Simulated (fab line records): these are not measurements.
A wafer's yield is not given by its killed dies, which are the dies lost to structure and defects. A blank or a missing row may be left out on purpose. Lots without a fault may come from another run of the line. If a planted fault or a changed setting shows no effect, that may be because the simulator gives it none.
fab line records :: flow nand_harc
record:
  lots: 7
  wafers: 21
  last_day: 32
route steps=1302 shown A_ZERO_WELL@412 A_SOURCE_PLATE@413 A_ONON_D1@424 END@1302
lots with no fault: from the same line, run without faults
start_h: the number of hours between the record's first day and the start of the first shown wafer of the lot :: wait_h: time in hours since the lot's previous step :: " same as the row above :: L1.1+2: several wafers, shown together as one row :: - no value, or no start given :: * or withheld: withheld :: < > ~ a bound
route shown NAME@n: a module of which the file shows steps, and the number in the route of the first :: usual: the fault-free wafers' mean and standard deviation :: same: alike in all rows :: chamber/n: place in a boat :: sites: each site's reading :: _std_site: how widely they spread, as a standard deviation :: _edge_site: outer sites' mean less inner sites' :: radius_mm: for every site, how far away it sits from the centre of the wafer :: mask NAME#n: copy n :: behind: the most recent tool/chamber to have shaped the wafer :: hold: cause of the lot's hold/its duration in hours/its outcome :: device: whichever transistor did not switch (one of n, p or np) :: end of line: tests run on the same wafers once the route is complete :: where a step has no rows: the recipe by itself :: killed: not the wafer's yield, but the dies lost to structure and defects at the first sort :: map: shows each die of a wafer: x if killed, . if not, _ if none is there
set.NAME: the run value of the setting; set.NAME@STEP: its run value at that earlier step :: model.NAME: the simulator's own value behind a step, which no gauge read
lots at some steps of the route; a table a step, a row a wafer
services: when a tool's chamber went out of use (start_h, in hours from the record's first day, below 0 if earlier), for how many hours, and the reason
== steps ==
step: NHARC_A_ZERO_WELL_INSPECT_17
usual:
  raw_defect_count: 10/5.4
lot.wafer: L940.1
tool: defect_inspect-01
chamber: -
start_h: 179.17
wait_h: 0.2
raw_defect_count: 10

lot.wafer: L940.3
tool: defect_inspect-01
chamber: -
start_h: 179.17
wait_h: 0.2
raw_defect_count: 6

lot.wafer: L940.5
tool: defect_inspect-01
chamber: -
start_h: 179.17
wait_h: 0.2
raw_defect_count: 16

lot.wafer: L943.3
tool: defect_inspect-01
chamber: -
start_h: 216.63
wait_h: 0.1
raw_defect_count: 4

lot.wafer: L943.4
tool: defect_inspect-01
chamber: -
start_h: 216.63
wait_h: 0.1
raw_defect_count: 15

lot.wafer: L943.6
tool: defect_inspect-01
chamber: -
start_h: 216.63
wait_h: 0.1
raw_defect_count: 12

lot.wafer: L945.4
tool: defect_inspect-02
chamber: -
start_h: 237.20
wait_h: 0.1
raw_defect_count: 9

lot.wafer: L945.5
tool: defect_inspect-02
chamber: -
start_h: 237.20
wait_h: 0.1
raw_defect_count: 7

lot.wafer: L945.6
tool: defect_inspect-02
chamber: -
start_h: 237.20
wait_h: 0.1
raw_defect_count: 7

lot.wafer: L947.3
tool: defect_inspect-02
chamber: -
start_h: 259.85
wait_h: 0.1
raw_defect_count: 9

lot.wafer: L947.4
tool: defect_inspect-02
chamber: -
start_h: 259.85
wait_h: 0.1
raw_defect_count: 6

lot.wafer: L947.6
tool: defect_inspect-02
chamber: -
start_h: 259.85
wait_h: 0.1
raw_defect_count: 10

lot.wafer: L953.2
tool: defect_inspect-02
chamber: -
start_h: 313.50
wait_h: 0.1
raw_defect_count: 4

lot.wafer: L953.5
tool: defect_inspect-02
chamber: -
start_h: 313.50
wait_h: 0.1
raw_defect_count: 7

lot.wafer: L953.6
tool: defect_inspect-02
chamber: -
start_h: 313.50
wait_h: 0.1
raw_defect_count: 4

lot.wafer: L954.1
tool: defect_inspect-02
chamber: -
start_h: 323.93
wait_h: 0.2
raw_defect_count: 5

lot.wafer: L954.4
tool: defect_inspect-02
chamber: -
start_h: 323.93
wait_h: 0.2
raw_defect_count: 8

lot.wafer: L954.5
tool: defect_inspect-02
chamber: -
start_h: 323.93
wait_h: 0.2
raw_defect_count: 15

lot.wafer: L956.1
tool: defect_inspect-01
chamber: -
start_h: 338.14
wait_h: 0.2
raw_defect_count: 5

lot.wafer: L956.2
tool: defect_inspect-01
chamber: -
start_h: 338.14
wait_h: 0.2
raw_defect_count: 5

lot.wafer: L956.5
tool: defect_inspect-01
chamber: -
start_h: 338.14
wait_h: 0.2
raw_defect_count: 14
step: NHARC_A_SOURCE_PLATE_PRECLEAN_00
recipe:
  time_s: 60
  chemistry: HF-LAST
step: NHARC_A_SOURCE_PLATE_SRD_01
step: NHARC_A_SOURCE_PLATE_OXIDE_02
recipe:
  target_thk_a: 100
  temp_c: 900
  ox_time_s: 1362
  material: SiO2
step: NHARC_A_SOURCE_PLATE_THK_MEAS_09
recipe:
  thk_meas_gauge: ellipsometry
usual:
  thk_nm: 9.8/1
lot.wafer: L940.1
tool: film_metro-02
chamber: -
start_h: 187.23
wait_h: 0.4
thk_nm: 10.4

lot.wafer: L940.3
tool: film_metro-02
chamber: -
start_h: 187.23
wait_h: 0.4
thk_nm: 9.5

lot.wafer: L940.5
tool: film_metro-02
chamber: -
start_h: 187.23
wait_h: 0.4
thk_nm: 12.0

lot.wafer: L943.3
tool: film_metro-01
chamber: -
start_h: 224.84
wait_h: 0.4
thk_nm: 7.9

lot.wafer: L943.4
tool: film_metro-01
chamber: -
start_h: 224.84
wait_h: 0.4
thk_nm: 10.2

lot.wafer: L943.6
tool: film_metro-01
chamber: -
start_h: 224.84
wait_h: 0.4
thk_nm: 9.4

lot.wafer: L945.4
tool: film_metro-02
chamber: -
start_h: 244.49
wait_h: 0.4
thk_nm: 10.0

lot.wafer: L945.5
tool: film_metro-02
chamber: -
start_h: 244.49
wait_h: 0.4
thk_nm: 10.4

lot.wafer: L945.6
tool: film_metro-02
chamber: -
start_h: 244.49
wait_h: 0.4
thk_nm: 11.4

lot.wafer: L947.3
tool: film_metro-02
chamber: -
start_h: 268.41
wait_h: 0.4
thk_nm: 10.1

lot.wafer: L947.4
tool: film_metro-02
chamber: -
start_h: 268.41
wait_h: 0.4
thk_nm: 10.4

lot.wafer: L947.6
tool: film_metro-02
chamber: -
start_h: 268.41
wait_h: 0.4
thk_nm: 11.1

lot.wafer: L953.2
tool: film_metro-02
chamber: -
start_h: 320.79
wait_h: 0.4
thk_nm: 9.7

lot.wafer: L953.5
tool: film_metro-02
chamber: -
start_h: 320.79
wait_h: 0.4
thk_nm: 9.6

lot.wafer: L953.6
tool: film_metro-02
chamber: -
start_h: 320.79
wait_h: 0.4
thk_nm: 9.0

lot.wafer: L954.1
tool: film_metro-01
chamber: -
start_h: 331.48
wait_h: 0.4
thk_nm: 10.6

lot.wafer: L954.4
tool: film_metro-01
chamber: -
start_h: 331.48
wait_h: 0.4
thk_nm: 9.1

lot.wafer: L954.5
tool: film_metro-01
chamber: -
start_h: 331.48
wait_h: 0.4
thk_nm: 8.7

lot.wafer: L956.1
tool: film_metro-02
chamber: -
start_h: 345.42
wait_h: 0.4
thk_nm: 10.1

lot.wafer: L956.2
tool: film_metro-02
chamber: -
start_h: 345.42
wait_h: 0.4
thk_nm: 10.0

lot.wafer: L956.5
tool: film_metro-02
chamber: -
start_h: 345.42
wait_h: 0.4
thk_nm: 9.6
step: NHARC_A_SOURCE_PLATE_PVD_04
recipe:
  target_thk_a: 500
  material: WSi2
step: NHARC_A_SOURCE_PLATE_CVD_03
recipe:
  target_thk_a: 2000
  temp_c: 620
  pressure_mtorr: 200
  time_s: 4000
  material: poly-Si
step: NHARC_A_SOURCE_PLATE_ANNEAL_05
recipe:
  temp_c: 850
  time_s: 1800
step: NHARC_A_SOURCE_PLATE_THK_MEAS_06
recipe:
  thk_meas_gauge: ellipsometry
usual:
  thk_nm: 200.4/2
lot.wafer: L940.1
tool: film_metro-01
chamber: -
start_h: 200.12
wait_h: 0.4
thk_nm: 201.2

lot.wafer: L940.3
tool: film_metro-01
chamber: -
start_h: 200.12
wait_h: 0.4
thk_nm: 202.4

lot.wafer: L940.5
tool: film_metro-01
chamber: -
start_h: 200.12
wait_h: 0.4
thk_nm: 201.2

lot.wafer: L943.3
tool: film_metro-02
chamber: -
start_h: 239.01
wait_h: 0.4
thk_nm: 200.8

lot.wafer: L943.4
tool: film_metro-02
chamber: -
start_h: 239.01
wait_h: 0.4
thk_nm: 202.1

lot.wafer: L943.6
tool: film_metro-02
chamber: -
start_h: 239.01
wait_h: 0.4
thk_nm: 200.0

lot.wafer: L945.4
tool: film_metro-01
chamber: -
start_h: 258.14
wait_h: 0.4
thk_nm: 197.7

lot.wafer: L945.5
tool: film_metro-01
chamber: -
start_h: 258.14
wait_h: 0.4
thk_nm: 197.7

lot.wafer: L945.6
tool: film_metro-01
chamber: -
start_h: 258.14
wait_h: 0.4
thk_nm: 199.8

lot.wafer: L947.3
tool: film_metro-01
chamber: -
start_h: 281.31
wait_h: 0.4
thk_nm: 199.4

lot.wafer: L947.4
tool: film_metro-01
chamber: -
start_h: 281.31
wait_h: 0.4
thk_nm: 197.5

lot.wafer: L947.6
tool: film_metro-01
chamber: -
start_h: 281.31
wait_h: 0.4
thk_nm: 200.0

lot.wafer: L953.2
tool: film_metro-01
chamber: -
start_h: 335.05
wait_h: 0.4
thk_nm: 206.0

lot.wafer: L953.5
tool: film_metro-01
chamber: -
start_h: 335.05
wait_h: 0.4
thk_nm: 203.0

lot.wafer: L953.6
tool: film_metro-01
chamber: -
start_h: 335.05
wait_h: 0.4
thk_nm: 203.1

lot.wafer: L954.1
tool: film_metro-02
chamber: -
start_h: 344.30
wait_h: 0.4
thk_nm: 200.0

lot.wafer: L954.4
tool: film_metro-02
chamber: -
start_h: 344.30
wait_h: 0.4
thk_nm: 202.6

lot.wafer: L954.5
tool: film_metro-02
chamber: -
start_h: 344.30
wait_h: 0.4
thk_nm: 199.2

lot.wafer: L956.1
tool: film_metro-01
chamber: -
start_h: 358.02
wait_h: 0.4
thk_nm: 198.9

lot.wafer: L956.2
tool: film_metro-01
chamber: -
start_h: 358.02
wait_h: 0.4
thk_nm: 201.7

lot.wafer: L956.5
tool: film_metro-01
chamber: -
start_h: 358.02
wait_h: 0.4
thk_nm: 201.2
step: NHARC_A_SOURCE_PLATE_INSPECT_08
usual:
  raw_defect_count: 56/23
lot.wafer: L940.1
tool: defect_inspect-01
chamber: -
start_h: 200.19
wait_h: 0.0
raw_defect_count: 68

lot.wafer: L940.3
tool: defect_inspect-01
chamber: -
start_h: 200.19
wait_h: 0.0
raw_defect_count: 32

lot.wafer: L940.5
tool: defect_inspect-01
chamber: -
start_h: 200.19
wait_h: 0.0
raw_defect_count: 44

lot.wafer: L943.3
tool: defect_inspect-02
chamber: -
start_h: 239.07
wait_h: 0.0
raw_defect_count: 37

lot.wafer: L943.4
tool: defect_inspect-02
chamber: -
start_h: 239.07
wait_h: 0.0
raw_defect_count: 26

lot.wafer: L943.6
tool: defect_inspect-02
chamber: -
start_h: 239.07
wait_h: 0.0
raw_defect_count: 52

lot.wafer: L945.4
tool: defect_inspect-02
chamber: -
start_h: 258.23
wait_h: 0.0
raw_defect_count: 49

lot.wafer: L945.5
tool: defect_inspect-02
chamber: -
start_h: 258.23
wait_h: 0.0
raw_defect_count: 49

lot.wafer: L945.6
tool: defect_inspect-02
chamber: -
start_h: 258.23
wait_h: 0.0
raw_defect_count: 50

lot.wafer: L947.3
tool: defect_inspect-01
chamber: -
start_h: 281.38
wait_h: 0.0
raw_defect_count: 103

lot.wafer: L947.4
tool: defect_inspect-01
chamber: -
start_h: 281.38
wait_h: 0.0
raw_defect_count: 113

lot.wafer: L947.6
tool: defect_inspect-01
chamber: -
start_h: 281.38
wait_h: 0.0
raw_defect_count: 93

lot.wafer: L953.2
tool: defect_inspect-02
chamber: -
start_h: 335.16
wait_h: 0.0
raw_defect_count: 67

lot.wafer: L953.5
tool: defect_inspect-02
chamber: -
start_h: 335.16
wait_h: 0.0
raw_defect_count: 40

lot.wafer: L953.6
tool: defect_inspect-02
chamber: -
start_h: 335.16
wait_h: 0.0
raw_defect_count: 35

lot.wafer: L954.1
tool: defect_inspect-02
chamber: -
start_h: 344.36
wait_h: 0.0
raw_defect_count: 38

lot.wafer: L954.4
tool: defect_inspect-02
chamber: -
start_h: 344.36
wait_h: 0.0
raw_defect_count: 68

lot.wafer: L954.5
tool: defect_inspect-02
chamber: -
start_h: 344.36
wait_h: 0.0
raw_defect_count: 30

lot.wafer: L956.1
tool: defect_inspect-01
chamber: -
start_h: 358.10
wait_h: 0.0
raw_defect_count: 47

lot.wafer: L956.2
tool: defect_inspect-01
chamber: -
start_h: 358.10
wait_h: 0.0
raw_defect_count: 53

lot.wafer: L956.5
tool: defect_inspect-01
chamber: -
start_h: 358.10
wait_h: 0.0
raw_defect_count: 66
step: NHARC_A_ONON_D1_DEP_00
recipe:
  target_thk_a: 10000
  n2_flow_sccm: 2750
  n2o_flow_sccm: 2000
  nh3_flow_sccm: 500
  sih4_flow_sccm: 210
  temp_c: 400
usual:
  n2_flow_sccm: 2749/9.8
  nh3_flow_sccm: 500.0/1.5
lot.wafer: L940.1
tool: pecvd_onon-04
chamber: 0
start_h: 200.25
wait_h: 0.1
n2_flow_sccm: 2758
nh3_flow_sccm: 502.1

lot.wafer: L940.3
tool: pecvd_onon-04
chamber: 0
start_h: 200.25
wait_h: 0.1
n2_flow_sccm: 2749
nh3_flow_sccm: 499.5

lot.wafer: L940.5
tool: pecvd_onon-04
chamber: 0
start_h: 200.25
wait_h: 0.1
n2_flow_sccm: 2753
nh3_flow_sccm: 499.8

lot.wafer: L943.3
tool: pecvd_onon-04
chamber: 0
start_h: 239.25
wait_h: 0.2
n2_flow_sccm: 2741
nh3_flow_sccm: 499.4

lot.wafer: L943.4
tool: pecvd_onon-04
chamber: 0
start_h: 239.25
wait_h: 0.2
n2_flow_sccm: 2745
nh3_flow_sccm: 499.7

lot.wafer: L943.6
tool: pecvd_onon-04
chamber: 0
start_h: 239.25
wait_h: 0.2
n2_flow_sccm: 2748
nh3_flow_sccm: 499.5

lot.wafer: L945.4
tool: pecvd_onon-04
chamber: 0
start_h: 258.46
wait_h: 0.2
n2_flow_sccm: 2766
nh3_flow_sccm: 501.0

lot.wafer: L945.5
tool: pecvd_onon-04
chamber: 0
start_h: 258.46
wait_h: 0.2
n2_flow_sccm: 2767
nh3_flow_sccm: 498.8

lot.wafer: L945.6
tool: pecvd_onon-04
chamber: 0
start_h: 258.46
wait_h: 0.2
n2_flow_sccm: 2772
nh3_flow_sccm: 500.5

lot.wafer: L947.3
tool: pecvd_onon-03
chamber: 0
start_h: 281.56
wait_h: 0.2
n2_flow_sccm: 2753
nh3_flow_sccm: 500.6

lot.wafer: L947.4
tool: pecvd_onon-03
chamber: 0
start_h: 281.56
wait_h: 0.2
n2_flow_sccm: 2755
nh3_flow_sccm: 499.8

lot.wafer: L947.6
tool: pecvd_onon-03
chamber: 0
start_h: 281.56
wait_h: 0.2
n2_flow_sccm: 2734
nh3_flow_sccm: 499.6

lot.wafer: L953.2
tool: pecvd_onon-04
chamber: 0
start_h: 335.28
wait_h: 0.1
n2_flow_sccm: 2750
nh3_flow_sccm: 500.2

lot.wafer: L953.5
tool: pecvd_onon-04
chamber: 0
start_h: 335.28
wait_h: 0.1
n2_flow_sccm: 2726
nh3_flow_sccm: 498.5

lot.wafer: L953.6
tool: pecvd_onon-04
chamber: 0
start_h: 335.28
wait_h: 0.1
n2_flow_sccm: 2744
nh3_flow_sccm: 498.0

lot.wafer: L954.1
tool: pecvd_onon-04
chamber: 0
start_h: 344.43
wait_h: 0.1
n2_flow_sccm: 2744
nh3_flow_sccm: 498.1

lot.wafer: L954.4
tool: pecvd_onon-04
chamber: 0
start_h: 344.43
wait_h: 0.1
n2_flow_sccm: 2747
nh3_flow_sccm: 496.5

lot.wafer: L954.5
tool: pecvd_onon-04
chamber: 0
start_h: 344.43
wait_h: 0.1
n2_flow_sccm: 2750
nh3_flow_sccm: 499.4

lot.wafer: L956.1
tool: pecvd_onon-04
chamber: 0
start_h: 358.17
wait_h: 0.1
n2_flow_sccm: 2742
nh3_flow_sccm: 499.3

lot.wafer: L956.2
tool: pecvd_onon-04
chamber: 0
start_h: 358.17
wait_h: 0.1
n2_flow_sccm: 2737
nh3_flow_sccm: 497.7

lot.wafer: L956.5
tool: pecvd_onon-04
chamber: 0
start_h: 358.17
wait_h: 0.1
n2_flow_sccm: 2743
nh3_flow_sccm: 498.7
step: NHARC_A_ONON_D1_THK_MEAS_02
recipe:
  thk_meas_gauge: ellipsometry
usual:
  thk_nm: 999/9.8
lot.wafer: L940.1
tool: film_metro-02
chamber: -
start_h: 200.77
wait_h: -
thk_nm: 1016

lot.wafer: L940.3
tool: film_metro-02
chamber: -
start_h: 200.77
wait_h: -
thk_nm: 1016

lot.wafer: L940.5
tool: film_metro-02
chamber: -
start_h: 200.77
wait_h: -
thk_nm: 1014

lot.wafer: L943.3
tool: film_metro-02
chamber: -
start_h: 239.65
wait_h: -
thk_nm: 990

lot.wafer: L943.4
tool: film_metro-02
chamber: -
start_h: 239.65
wait_h: -
thk_nm: 988

lot.wafer: L943.6
tool: film_metro-02
chamber: -
start_h: 239.65
wait_h: -
thk_nm: 991

lot.wafer: L945.4
tool: film_metro-01
chamber: -
start_h: 258.80
wait_h: -
thk_nm: 1016

lot.wafer: L945.5
tool: film_metro-01
chamber: -
start_h: 258.80
wait_h: -
thk_nm: 1016

lot.wafer: L945.6
tool: film_metro-01
chamber: -
start_h: 258.80
wait_h: -
thk_nm: 1017

lot.wafer: L947.3
tool: film_metro-01
chamber: -
start_h: 281.95
wait_h: -
thk_nm: 997

lot.wafer: L947.4
tool: film_metro-01
chamber: -
start_h: 281.95
wait_h: -
thk_nm: 997

lot.wafer: L947.6
tool: film_metro-01
chamber: -
start_h: 281.95
wait_h: -
thk_nm: 996

lot.wafer: L953.2
tool: film_metro-02
chamber: -
start_h: 335.76
wait_h: -
thk_nm: 1220

lot.wafer: L953.5
tool: film_metro-02
chamber: -
start_h: 335.76
wait_h: -
thk_nm: 1221

lot.wafer: L953.6
tool: film_metro-02
chamber: -
start_h: 335.76
wait_h: -
thk_nm: 1007

lot.wafer: L954.1
tool: film_metro-01
chamber: -
start_h: 344.94
wait_h: -
thk_nm: 1222

lot.wafer: L954.4
tool: film_metro-01
chamber: -
start_h: 344.94
wait_h: -
thk_nm: 1011

lot.wafer: L954.5
tool: film_metro-01
chamber: -
start_h: 344.94
wait_h: -
thk_nm: 1222

lot.wafer: L956.1
tool: film_metro-01
chamber: -
start_h: 358.68
wait_h: -
thk_nm: 1211

lot.wafer: L956.2
tool: film_metro-01
chamber: -
start_h: 358.68
wait_h: -
thk_nm: 1211

lot.wafer: L956.5
tool: film_metro-01
chamber: -
start_h: 358.68
wait_h: -
thk_nm: 1210
step: NHARC_A_ONON_D1_DEP_03
recipe:
  target_thk_a: 10000
  n2_flow_sccm: 2750
  n2o_flow_sccm: 2000
  nh3_flow_sccm: 500
  sih4_flow_sccm: 210
  temp_c: 400
step: NHARC_END_SORT_01
recipe:
  temp_c: 25
usual:
  killed_at_array: 57/24
  killed_at_other: 0.7/0.94
  killed_at_periphery: 3.8/2.5
  killed_dies: 62/23
  killed_open: 3.1/1.8
  killed_short: 2.5/1.6
same:
  gross_dies: 677
lot.wafer: L953.2
tool: prober-02
chamber: 0
start_h: 734.05
wait_h: 2.8
killed_at_array: 44
killed_at_other: 0
killed_at_periphery: 6
killed_dies: 50
killed_open: 2
killed_short: 3

lot.wafer: L953.5
tool: prober-02
chamber: 0
start_h: 736.43
wait_h: 3.7
killed_at_array: 54
killed_at_other: 0
killed_at_periphery: 2
killed_dies: 56
killed_open: 5
killed_short: 2

lot.wafer: L953.6
tool: prober-02
chamber: 0
start_h: 737.23
wait_h: 4.0
killed_at_array: 38
killed_at_other: 0
killed_at_periphery: 4
killed_dies: 42
killed_open: 4
killed_short: 2

lot.wafer: L954.1
tool: prober-02
chamber: 0
start_h: 741.85
wait_h: 2.5
killed_at_array: 41
killed_at_other: 0
killed_at_periphery: 3
killed_dies: 44
killed_open: 3
killed_short: 2

lot.wafer: L954.4
tool: prober-02
chamber: 0
start_h: 744.26
wait_h: 3.4
killed_at_array: 41
killed_at_other: 2
killed_at_periphery: 3
killed_dies: 46
killed_open: 4
killed_short: 3

lot.wafer: L954.5
tool: prober-02
chamber: 0
start_h: 745.07
wait_h: 3.7
killed_at_array: 37
killed_at_other: 0
killed_at_periphery: 1
killed_dies: 38
killed_open: 0
killed_short: 3
killed by level:class
L953.2 A_CHANNEL_HOLE_D2:chamber_film_flake=26 A_CHANNEL_HOLE_D1:chamber_film_flake=7 P_M2:chamber_film_flake=4 A_WL_FILL:geometric_particle:short=2 A_STAIRCASE:chamber_film_flake=2 A_SLIT:chamber_film_flake=2 P_CONTACT:geometric_particle:open=1 A_ONON_D1:geometric_particle:short=1
L953.5 A_CHANNEL_HOLE_D2:chamber_film_flake=25 A_CHANNEL_HOLE_D1:chamber_film_flake=13 A_SLIT:chamber_film_flake=4 A_CHANNEL_FILL_D1:chamber_film_flake=2 A_STAIRCASE:chamber_film_flake=2 P_GATE:geometric_particle:open=1 A_ONON_D1:geometric_particle:short=1 A_DECK1_JOINT:geometric_particle:open=1
L953.6 A_CHANNEL_HOLE_D2:chamber_film_flake=21 A_CHANNEL_HOLE_D1:chamber_film_flake=7 A_SLIT:chamber_film_flake=4 A_CHANNEL_FILL_D2:geometric_particle:open=2 A_BLC:geometric_particle:open=2 P_STI:geometric_particle:short=1 A_M1:geometric_particle:short=1 P_ZERO_WELL:chamber_film_flake=1
L954.1 A_CHANNEL_HOLE_D1:chamber_film_flake=18 A_CONTACT:chamber_film_flake=5 A_SGD_CUT:chamber_film_flake=4 A_SLIT:chamber_film_flake=4 A_M0:geometric_particle:open=2 P_M2:chamber_film_flake=2 A_STAIRCASE:chamber_film_flake=2 A_WL_FILL:chamber_film_flake=2
L954.4 A_CHANNEL_HOLE_D1:chamber_film_flake=9 A_CONTACT:chamber_film_flake=8 A_SGD_CUT:chamber_film_flake=6 A_SLIT:chamber_film_flake=6 A_STAIRCASE:chamber_film_flake=5 A_ONON_D1:geometric_particle:short=2 THIN_TSV:chamber_film_flake=2 P_CONTACT:geometric_particle:open=1
L954.5 A_CHANNEL_HOLE_D1:chamber_film_flake=11 A_SGD_CUT:chamber_film_flake=6 A_SLIT:chamber_film_flake=6 A_CONTACT:chamber_film_flake=6 A_STAIRCASE:chamber_film_flake=4 A_CHANNEL_FILL_D1:geometric_particle:short=2 A_ONON_D1:geometric_particle:short=1 P_ZERO_WELL:chamber_film_flake=1
== services ==
tool: pecvd_onon-03
chamber: -
start_h: 227.33
hours: 13.0
kind: pm

tool: pecvd_onon-04
chamber: -
start_h: 311.08
hours: 13.0
kind: pm
== key ==
first_sign:
  step: NHARC_A_ONON_D1_THK_MEAS_02
  reading: thk_nm
  direction: up
  sigmas: 22
  usual: 999
  struck: 1217
effect none on later readings
met_at NHARC_A_ONON_D1_DEP_00
struck_wafers L953.2,L953.5,L954.1,L954.5,L956.1,L956.2,L956.5
tester_left_out L953,L954,L956
onset_between 258.46 335.28
fault:
  kind: process_parameter_drift
  tool: pecvd_onon-04
  chamber: -
  onset_h: 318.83
  steps: NHARC_A_ONON_D1_DEP_00
  channel: target_thk_a
  offset: *
  shape: step
  end_h: 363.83
  scope: struck_wafers_only
  acts_in: *
  stated: *
tester_left_out: of these lots the tester's yield and bins aren't shown, on N5 and GAA mostly nor the transistor test; their killed dies are dies lost to structure and defects alone, not to doping, threshold or leakage, so they don't give the yield
